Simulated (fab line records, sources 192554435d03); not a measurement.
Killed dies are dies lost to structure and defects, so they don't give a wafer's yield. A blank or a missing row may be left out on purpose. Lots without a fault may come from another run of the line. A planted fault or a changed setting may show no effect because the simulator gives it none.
fab line records | flow n5_finfet
record lots=4 wafers=12 last_day=18
route steps=1938 shown BEOL_M12@1615 PASSIVATION@1936
lots that met no fault: from a run of the same line without faults
start_h: hours from the record's first day to the start of the lot's first wafer shown | wait_h: hours since the lot's step before | " the same as in the row above | L1.1+2: a row that stands for several wafers | - no value, or no start given | * or withheld: withheld | < > ~ a bound
route shown NAME@n: a module of which the file shows steps, and the number in the route of the first | usual: mean/standard deviation of fault-free wafers | same: alike in all rows | chamber/n: place in a boat | sites: the reading at each site | _std_site: their standard deviation | _edge_site: outer sites' mean less inner sites' | radius_mm: how far each site lies from the wafer's centre | mask NAME#n: copy n | behind: the tool/chamber that last shaped the wafer | hold: why the lot was held/for how many hours/how that ended | device: the transistor (n, p or np) that didn't switch | end of line: the same wafers' tests at the end of the route | a step without rows: its recipe alone | killed: dies lost to structure and defects at the first sort, not the wafer's yield | map: a wafer's dies, x killed, . not, _ none there
set.NAME: the setting as run; set.NAME@STEP: as run at that earlier step | model.NAME: the simulator's own value behind a step, which no gauge read
lots at some steps of the route; a table a step, a row a wafer
services: from which hour (start_h, from the record's first day; less than 0 if before it) a tool's chamber was out of use, for how many hours, and why
## steps
# step N5_BEOL_M12_DESCUM_15
# recipe chemistry=O2 time_s=7.9 source_power_w=50 bias_power_w=20 pressure_mtorr=20 rf_frequency_hz=2.712e+07 temp_c=40 o2_flow_sccm=225
# step N5_BEOL_M12_ETCH_59
# recipe chemistry=N2/H2 target=BARC target_depth_a=890 overetch_a=267 time_s=67.9 ion_energy_ev=200 pressure_mtorr=30 source_w=840 bias_w=150 n2_flow_sccm=200 h2_flow_sccm=200
# step N5_BEOL_M12_VIA_ETCH_16
# recipe chemistry=C4F8/O2/Ar target=SiOC pressure_mtorr=30 source_w=3000 bias_w=700 Ar_flow_sccm=400 C4F8_flow_sccm=15 O2_flow_sccm=8 he_inner_torr=15 he_outer_torr=30 target_depth_a=7248 time_s=withheld ion_energy_ev=250 ends=cleared
# step N5_BEOL_M12_STRIP_63
# recipe chemistry=N2/H2 power_w=1000 temp_c=250 h2_frac=0.65 overash_fraction=0.3 pressure_mtorr=1000 n2_flow_sccm=1750 h2_flow_sccm=3250
# step N5_BEOL_M12_STRIP_64
# recipe chemistry=N2/H2 power_w=1000 temp_c=250 h2_frac=0.65 overash_fraction=0.3 pressure_mtorr=withheld n2_flow_sccm=1750 h2_flow_sccm=3250
# step N5_BEOL_M12_STRIP_71
# recipe chemistry=post_etch_residue_remover time_s=60 temp_c=25 remover_ph=withheld remover_water_wt_pct=withheld remover_fluoride_wt_pct=withheld
# step N5_BEOL_M12_SRD_72
# recipe time_s=30 temp_c=23 rinse_liquid=diw dry=n2_spin spin_rpm=1500 dry_time_s=30
# step N5_BEOL_M12_COAT_65
# recipe resist=SOC temp_c=250 time_s=60 spin_rpm=1500 resist_thk_nm=300
# step N5_BEOL_M12_COAT_66
# recipe resist=SiARC temp_c=220 time_s=60 spin_rpm=1500 resist_thk_nm=110
# step N5_BEOL_M12_COAT_22
# recipe spin_rpm=2888 resist_thk_nm=300
# usual chill_plate_temp_C=22.99/0.094 spin_speed_rpm=2888.0/1.9
# columns lot.wafer tool chamber start_h wait_h chill_plate_temp_C spin_speed_rpm model.coat_of_BEOL_M12_COAT_22.thk_nm
L503.4 litho_track-02 0 265.16 - 23.00 2885.7 300.8
L503.5 " 0 " " 23.00 2884.6 300.8
L503.6 " 0 " " 23.01 2887.5 300.6
L507.1 litho_track-02 0 299.34 - 22.96 2782.5 306.6
L507.5 " 0 " " 22.93 2777.1 307.2
L507.6 " 0 " " 22.95 2780.0 307.2
L510.2 litho_track-02 0 317.29 - 22.90 2777.9 306.6
L510.4 " 0 " " 22.98 2778.8 306.8
L510.6 " 0 " " 22.89 2778.7 306.4
L521.2 litho_track-03 0 389.25 - 23.06 2889.8 301.2
L521.4 " 0 " " 22.97 2891.3 300.8
L521.6 " 0 " " 22.89 2888.0 300.6
# step N5_BEOL_M12_EBR_24
# recipe solvent=PGMEA ebr_width_mm=1.5
# step N5_BEOL_M12_SOFTBAKE_23
# recipe temp_c=130 time_s=60
# step N5_BEOL_M12_EXPOSE_25
# recipe mask_id=M12 na=0.93 source_shape=conventional sigma_outer=0.4 polarization=unpolarized dose_mj=21.8
# step N5_BEOL_M12_PEB_26
# recipe peb_temp_c=130 peb_time_s=90
# step N5_BEOL_M12_DEVELOP_27
# recipe develop_time_s=45 rinse_liquid=diw dry=air_spin dev_temp_c=21
# step N5_BEOL_M12_HARDBAKE_32
# recipe temp_c=130 time_s=120
# step N5_BEOL_M12_DESCUM_33
# recipe chemistry=O2 time_s=7.9 source_power_w=50 bias_power_w=20 pressure_mtorr=20 rf_frequency_hz=2.712e+07 temp_c=40 o2_flow_sccm=225
# step N5_BEOL_M12_ETCH_67
# recipe chemistry=CF4 target=SiARC target_depth_a=1430 time_s=238.3 ion_energy_ev=80 pressure_mtorr=40 source_w=545 bias_w=36 Ar_flow_sccm=100 cf4_flow_sccm=100 ends=cleared
# usual drypump_motor_current_A=5.9/0.47 etch_rf_on_time_s=238/5 oes_product_au=0.68/0.059 rf_fwd_power_W=543.3/1.6 rf_vpp_V=184.4/1.2 showerhead_plenum_p_Torr=2.17/0.059 throttle_valve_pct=15.54/0.27
# columns lot.wafer tool chamber start_h wait_h drypump_motor_current_A etch_rf_on_time_s oes_product_au rf_fwd_power_W rf_hours_counter_h rf_vpp_V showerhead_plenum_p_Torr throttle_valve_pct model.coat_of_BEOL_M12_COAT_22.thk_nm
L503.4 rie_diel-05 2 265.64 0.1 5.4 234 0.69 545.5 - 183.7 2.09 15.47 212.4
L503.5 " 1 " " 5.8 231 0.62 542.5 - 185.7 2.21 16.06 212.6
L503.6 " 0 " " 6.2 239 0.71 540.2 - 185.9 2.25 15.30 212.4
L507.1 rie_diel-05 0 299.80 0.0 6.2 242 0.69 544.0 79 185.8 2.24 15.31 218
L507.5 " 0 " " 6.2 242 0.69 543.8 - 186.5 2.24 15.33 218.8
L507.6 " 1 " " 5.8 234 0.61 541.2 - 184.7 2.21 16.10 218.8
L510.2 rie_diel-05 0 317.87 0.0 6.2 243 0.69 545.1 86 184.5 2.24 15.34 217.6
L510.4 " 3 " " 5.8 231 0.83 540.2 2 185.0 2.18 15.00 218
L510.6 " 3 " " 5.8 232 0.82 540.7 - 184.5 2.18 15.00 217.6
L521.2 rie_diel-05 2 390.08 0.0 5.4 239 0.64 546.2 152 183.4 2.08 15.56 212.6
L521.4 " 1 " " 5.8 238 0.59 542.5 230 185.5 2.20 16.15 212
L521.6 " 3 " " 5.8 237 0.76 543.5 - 185.2 2.17 15.03 211.8
# step N5_BEOL_M12_ETCH_68
# recipe chemistry=N2/H2 target=SOC mask_material=SiARC source_w=3000 bias_w=350 temp_c=40 time_s=285 ion_energy_ev=200 pressure_mtorr=30 n2_flow_sccm=200 h2_flow_sccm=200
# step N5_PASSIVATION_PROBE_49
# usual defect_limited_yield=91.3/1.4 killed_at_M0_to_M3=33/9.9 killed_at_M4_up=15/5.6 killed_at_contacts=13/5.7 killed_at_front_end=38/12 killed_at_other=4/3.1 killed_dies=103/17 killed_open=66/13 killed_short=32/7.8 sort_bin_5_function=5.1/0.95 sort_bin_6_memory=3.2/0.68 sort_bin_8_speed=0.02/0.22 sort_n_pass=1077/17 sort_yield_pct=91.3/1.5
# same gross_dies=1180 killed_at_back_side=0 sort_bin_4_leakage[%]=0
# columns lot.wafer tool chamber start_h wait_h defect_limited_yield[%] killed_at_M0_to_M3 killed_at_M4_up killed_at_contacts killed_at_front_end killed_at_other killed_dies killed_open killed_short sort_bin_5_function[%] sort_bin_6_memory[%] sort_bin_8_speed[%] sort_n_pass sort_yield_pct[%]
L503.4 prober-01 - 298.80 0.2 92.0 29 16 14 29 6 94 56 33 4.4 3.3 0 1086 92.0
L503.5 prober-01 - 298.85 0.2 89.5 46 13 12 45 8 124 79 32 5.5 3.9 0.08 1055 89.4
L503.6 prober-01 - 298.90 0.3 92.2 29 8 25 28 2 92 66 26 5.2 2.5 0 1088 92.2
L507.1 prober-01 - 340.32 0.0 90.0 50 15 7 42 4 118 60 51 5.8 3.6 0 1062 90.0
L507.5 prober-01 - 340.52 0.2 93.3 32 16 11 18 2 79 51 24 3.6 2.9 0 1101 93.3
L507.6 prober-01 - 340.57 0.3 91.6 37 26 11 24 1 99 70 24 5.3 2.9 0 1081 91.6
L510.2 prober-01 - 356.44 0.1 90.1 46 12 21 37 1 117 79 37 5.4 4.3 0 1063 90.1
L510.4 prober-01 - 356.54 0.2 90.5 36 14 21 33 8 112 76 30 6.3 3.1 0 1068 90.5
L510.6 prober-01 - 356.64 0.3 90.8 45 9 15 35 4 108 74 29 5.3 3.6 0 1072 90.8
L521.2 prober-02 - 432.57 0.1 90.2 29 7 10 63 7 116 64 41 5.2 3.2 0 1064 90.2
L521.4 prober-02 - 432.67 0.2 90.7 26 8 15 59 2 110 86 20 5.9 3.1 0 1070 90.7
L521.6 prober-02 - 432.77 0.3 93.0 20 14 10 39 0 83 59 18 4.1 2.5 0 1097 93.0
# killed by level:class
L503.4 MOL_CONTACT_COAG:geometric_particle:open=10 BEOL_M1:geometric_particle:open=8 GATE_CUT:geometric_particle:open=6 BEOL_M3:geometric_particle:open=6 DUMMY_GATE:geometric_particle:open=4 GATE_CUT:geometric_particle:short=4 MOL_CONTACT_COAG:geometric_particle:short=4 BEOL_M1:geometric_particle:short=4
L503.5 MOL_CONTACT_COAG:geometric_particle:open=11 FIN_SAQP:geometric_particle:open=9 HKMG_FIN:area_etch=9 BEOL_M1:geometric_particle:open=8 BEOL_M0_SAQP:geometric_particle:short=7 BEOL_M0:geometric_particle:open=7 BEOL_M5:geometric_particle:open=6 GATE_CUT:geometric_particle:short=5
L503.6 MOL_CONTACT_COAG:geometric_particle:open=21 BEOL_M1:geometric_particle:open=7 DUMMY_GATE:geometric_particle:open=6 BEOL_M2:geometric_particle:open=6 STARTING-WAFER:geometric_particle:short=5 FIN_SAQP:geometric_particle:short=4 MOL_CONTACT_COAG:geometric_particle:short=4 BEOL_M0_SAQP:geometric_particle:open=4
L507.1 BEOL_M3:geometric_particle:open=10 FIN_SAQP:geometric_particle:short=9 BEOL_M2:geometric_particle:open=9 BEOL_M0_SAQP:geometric_particle:short=6 STI_FIN_REVEAL:geometric_particle:open=5 BEOL_M0_SAQP:geometric_particle:open=5 BEOL_M1:geometric_particle:open=5 STARTING-WAFER:geometric_particle:short=5
L507.5 MOL_CONTACT_COAG:geometric_particle:open=10 STI_FIN_REVEAL:geometric_particle:open=9 BEOL_M0_SAQP:geometric_particle:short=9 BEOL_M0_SAQP:geometric_particle:open=6 BEOL_M4:geometric_particle:open=4 BEOL_M5:geometric_particle:open=4 FIN_SAQP:geometric_particle:short=3 BEOL_M0:geometric_particle:open=3
L507.6 BEOL_M4:geometric_particle:open=12 STI_FIN_REVEAL:geometric_particle:open=10 MOL_CONTACT_COAG:geometric_particle:open=9 BEOL_M3:geometric_particle:open=9 BEOL_M0_SAQP:geometric_particle:short=6 BEOL_M2:geometric_particle:open=6 BEOL_M5:geometric_particle:open=5 FIN_SAQP:geometric_particle:open=4
L510.2 MOL_CONTACT_COAG:geometric_particle:open=14 BEOL_M1:geometric_particle:open=14 FIN_SAQP:geometric_particle:open=8 STI_FIN_REVEAL:geometric_particle:open=8 BEOL_M0_SAQP:geometric_particle:open=7 MOL_CONTACT_COAG:geometric_particle:short=7 BEOL_M0_SAQP:geometric_particle:short=7 BEOL_M4:geometric_particle:open=6
L510.4 MOL_CONTACT_COAG:geometric_particle:open=17 BEOL_M3:geometric_particle:open=10 BEOL_M1:geometric_particle:open=8 FIN_SAQP:geometric_particle:open=7 STI_FIN_REVEAL:geometric_particle:open=7 FIN_SAQP:geometric_particle:short=6 STARTING-WAFER:geometric_particle:short=5 BEOL_M4:geometric_particle:open=5
L510.6 BEOL_M2:geometric_particle:open=17 MOL_CONTACT_COAG:geometric_particle:open=13 BEOL_M0_SAQP:geometric_particle:open=7 FIN_SAQP:geometric_particle:open=6 GATE_CUT:geometric_particle:short=6 BEOL_M0_SAQP:geometric_particle:short=5 BEOL_M0:geometric_particle:open=5 BEOL_M3:geometric_particle:open=5
L521.2 STI_FIN_REVEAL:geometric_particle:open=14 FIN_SAQP:geometric_particle:short=9 BEOL_M0_SAQP:geometric_particle:open=9 HKMG_FIN:area_etch=9 MOL_CONTACT_COAG:geometric_particle:open=7 BEOL_M2:geometric_particle:open=7 STI_FIN_REVEAL:geometric_particle:short=6 BEOL_M0_SAQP:geometric_particle:short=6
L521.4 STI_FIN_REVEAL:geometric_particle:open=21 FIN_SAQP:geometric_particle:open=13 MOL_CONTACT_COAG:geometric_particle:open=12 BEOL_M2:geometric_particle:open=5 BEOL_M3:geometric_particle:open=5 FIN_SAQP:geometric_particle:short=4 BEOL_M0_SAQP:geometric_particle:short=4 BEOL_M0_SAQP:geometric_particle:open=4
L521.6 STI_FIN_REVEAL:geometric_particle:open=13 FIN_SAQP:geometric_particle:open=11 MOL_CONTACT_COAG:geometric_particle:open=8 BEOL_M0_SAQP:geometric_particle:short=5 BEOL_M4:geometric_particle:open=5 BEOL_M2:geometric_particle:open=4 BEOL_M3:geometric_particle:open=4 BEOL_M1:geometric_particle:open=3
## services
# columns tool chamber start_h hours kind
rie_diel-05 3 296.99 - clean
rie_diel-05 3 296.99 - consumable_replace:focus_ring
rie_diel-05 3 296.99 14.1 scheduled_down
rie_diel-05 3 296.99 14.1 vent_cycle
rie_diel-05 2 297.03 9.6 repair
rie_diel-05 3 369.28 14.3 repair
## key
first_sign step=N5_BEOL_M12_COAT_22 reading=spin_speed_rpm direction=down sigmas=57 usual=* struck=*
effect none on later readings
model_effect step=N5_BEOL_M12_COAT_22 value=coat_of_BEOL_M12_COAT_22.thk_nm without=301 struck=306.8
model_effect step=N5_BEOL_M12_ETCH_67 value=coat_of_BEOL_M12_COAT_22.thk_nm without=212.3 struck=218.1
met_at N5_BEOL_M12_COAT_22
struck_wafers L507.1,L507.5,L507.6,L510.2,L510.4,L510.6
onset_between 265.16 299.34
fault kind=process_parameter_drift tool=litho_track-02 chamber=- onset_h=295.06 steps=N5_BEOL_M12_COAT_22 channel=spin_rpm offset=* shape=step end_h=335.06 acts_in=* stated=*
